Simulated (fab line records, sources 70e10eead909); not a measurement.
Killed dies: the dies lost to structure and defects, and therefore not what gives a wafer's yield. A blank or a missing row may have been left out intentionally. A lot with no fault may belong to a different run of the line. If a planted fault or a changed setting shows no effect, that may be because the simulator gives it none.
Matching of chambers | flow nand_harc | NHARC_A_WL_FILL_ALD_10 on ald_hk-02 has 4 sister chambers
The step deposits SiO2, target thk 50 nm, pulse time 10 s, ald cycles 500. 8 wafers are shown with their chamber, then 9 later ones without.

== EACH WAFER AND ITS CHAMBER ==
wafer  | chamber | heater_power_w (W) | precursor_pulse_height_rel
L088.1 | 0       | 516                | 0.989
L088.3 | 1       | 482                | 0.995
L085.1 | 2       | 533                | 1.003
L085.3 | 1       | 480                | 1.009
L085.6 | 3       | 505                | 1.006
L091.4 | 0       | 531                | 1.023
L091.1 | 2       | 513                | 1.011
L091.5 | 3       | 524                | 1.008

== WAFERS WHOSE CHAMBER IS MISSING ==
wafer  | heater_power_w (W) | precursor_pulse_height_rel
L093.1 | 472                | 1.035
L093.3 | 528                | 1.006
L093.4 | 527                | 1.009
L094.1 | 511                | 0.989
L094.2 | 523                | 1.022
L094.5 | 512                | 0.951
L096.1 | 481                | 1.007
L096.2 | 497                | 1.002
L096.3 | 516                | 0.994

== WHICH CHAMBER EACH WENT THROUGH ==
wafer  | from the rows above               | in truth
L093.1 | can't be placed: 1 or 3           | 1
L093.3 | can't be placed: 0 or 2 or 3      | 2
L093.4 | can't be placed: 0 or 2 or 3      | 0
L094.1 | can't be placed: 3 or 0 or 2 or 1 | 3
L094.2 | can't be placed: 2 or 0 or 3      | 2
L094.5 | can't be placed: 3 or 0 or 2 or 1 | 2
L096.1 | 1                                 | 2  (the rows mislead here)
L096.2 | can't be placed: 1 or 3 or 2 or 0 | 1
L096.3 | can't be placed: 3 or 0 or 2      | 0
Correctly placed: 0 of 9. Not placeable from these rows: 8 (in 8, the candidates include the true chamber). Number placed wrongly: 1.
How it was worked out, from the rows above alone: a wafer's distance from a chamber is the root of the sum, over the readings, of the square of ((its reading less the chamber's mean) divided by the reading's scatter). The wafer belongs to the nearest chamber; if the next one is less than 2 further off, it can't be placed. A chamber's mean is the mean of its shown wafers. The scatter: the root of (the sum of the squares of (reading less its chamber's mean) over the shown wafers, divided by (wafers less chambers)).
